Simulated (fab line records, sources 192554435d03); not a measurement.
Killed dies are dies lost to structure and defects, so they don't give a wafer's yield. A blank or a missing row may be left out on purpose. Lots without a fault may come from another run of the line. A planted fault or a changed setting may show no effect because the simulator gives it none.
Chamber matching | flow n5_finfet | N5_BEOL_M9_CURE_72 on uv_cure-03: 3 sister chambers
The step cures SiCOH lowk, time 120 s. 3 wafers are shown with their chamber, then 7 later ones without.

WAFERS WITH THEIR CHAMBER
wafer  | chamber | wafer_temp_C_max
L075.6 | 2       | 371.4
L077.5 | 1       | 371.9
L091.4 | 0       | 371.4

WAFERS WITHOUT THEIR CHAMBER
wafer  | wafer_temp_C_max
L091.6 | 371.8
L090.1 | 371.3
L090.5 | 371.7
L090.6 | 372.4
L092.2 | 371.1
L092.5 | 370.8
L092.6 | 371.2

WHICH CHAMBER EACH WENT THROUGH
wafer  | from the rows above          | in truth
L091.6 | can't be placed: 1 or 0 or 2 | 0
L090.1 | can't be placed: 0 or 2 or 1 | 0
L090.5 | can't be placed: 1 or 0 or 2 | 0
L090.6 | can't be placed: 1 or 0 or 2 | 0
L092.2 | can't be placed: 0 or 2 or 1 | 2
L092.5 | can't be placed: 0 or 2 or 1 | 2
L092.6 | can't be placed: 0 or 2 or 1 | 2
Placed correctly: 0 of 7. Can't be placed from these rows: 7 (the true chamber is among the candidates in 7). Placed wrongly: 0.
How it was worked out, from the rows above alone: a wafer's distance from a chamber is the root of the sum, over the readings, of the square of ((its reading less the chamber's mean) divided by the reading's scatter). The wafer belongs to the nearest chamber; if the next one is less than 2 further off, it can't be placed. A chamber's mean is the mean of its shown wafers. The scatter: with one shown wafer a chamber, the root of the mean of the squares of how far each hidden wafer lies from its nearest shown one.
